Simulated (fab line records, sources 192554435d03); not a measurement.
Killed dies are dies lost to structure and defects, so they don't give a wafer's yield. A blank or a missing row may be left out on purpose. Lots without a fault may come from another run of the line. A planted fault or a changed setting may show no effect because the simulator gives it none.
Chamber matching | flow n5_finfet | N5_ZERO_LAYER_DESCUM_16 on rie_diel-06: 4 sister chambers
The step chemistry O2, time 7.9 s. 16 wafers are shown with their chamber, then 8 later ones without.

WAFERS WITH THEIR CHAMBER
wafer  | chamber | showerhead_plenum_p_Torr (Torr) | throttle_valve_pct (%) | oes_product_au (a.u.)
L078.3 | 1       | 2.20                            | 20.79                  | 0.82
L078.4 | 3       | 2.03                            | 20.28                  | 0.91
L078.5 | 3       | 2.03                            | 20.30                  | 0.91
L083.1 | 0       | 2.15                            | 20.83                  | 0.73
L083.4 | 1       | 2.19                            | 20.81                  | 0.79
L083.5 | 0       | 2.15                            | 20.82                  | 0.73
L084.1 | 3       | 2.03                            | 20.32                  | 0.90
L084.5 | 1       | 2.19                            | 20.80                  | 0.80
L084.6 | 2       | 1.98                            | 20.53                  | 0.74
L085.2 | 3       | 2.03                            | 20.32                  | 0.89
L085.3 | 1       | 2.19                            | 20.83                  | 0.80
L085.4 | 0       | 2.15                            | 20.82                  | 0.73
L087.1 | 0       | 2.15                            | 20.83                  | 0.73
L087.5 | 2       | 1.98                            | 20.55                  | 0.73
L087.6 | 1       | 2.19                            | 20.81                  | 0.80
L089.1 | 3       | 2.03                            | 20.31                  | 0.89

SIGNATURES (means of the wafers above)
reading                  | chamber 0 | chamber 1 | chamber 2 | chamber 3 | scatter within a chamber
showerhead_plenum_p_Torr | 2.1500    | 2.1920    | 1.9800    | 2.0300    | 0.00258
throttle_valve_pct       | 20.8250   | 20.8080   | 20.5400   | 20.3060   | 0.0138
oes_product_au           | 0.7300    | 0.8020    | 0.7350    | 0.9000    | 0.0088
Rule: a wafer's distance from a chamber is the root of the sum, over the readings, of the square of ((its reading less the chamber's mean) divided by the reading's scatter). The wafer belongs to the nearest chamber; if the next one is less than 2 further off, it can't be placed. The scatter: the root of (the sum of the squares of (reading less its chamber's mean) over the shown wafers, divided by (wafers less chambers)).

WAFERS WITHOUT THEIR CHAMBER
wafer  | showerhead_plenum_p_Torr (Torr) | throttle_valve_pct (%) | oes_product_au (a.u.)
L089.4 | 2.19                            | 20.83                  | 0.80
L089.5 | 1.97                            | 20.56                  | 0.73
L091.3 | 2.03                            | 20.33                  | 0.88
L091.4 | 1.97                            | 20.56                  | 0.72
L091.5 | 2.19                            | 20.84                  | 0.79
L092.2 | 2.02                            | 20.33                  | 0.88
L092.4 | 1.97                            | 20.57                  | 0.73
L092.5 | 2.19                            | 20.84                  | 0.79

WHICH CHAMBER EACH WENT THROUGH
wafer  | from the rows above | in truth
L089.4 | 1                   | 1
L089.5 | 2                   | 2
L091.3 | 3                   | 3
L091.4 | 2                   | 2
L091.5 | 1                   | 1
L092.2 | 3                   | 3
L092.4 | 2                   | 2
L092.5 | 1                   | 1
Placed correctly: 8 of 8. Can't be placed from these rows: 0. Placed wrongly: 0.
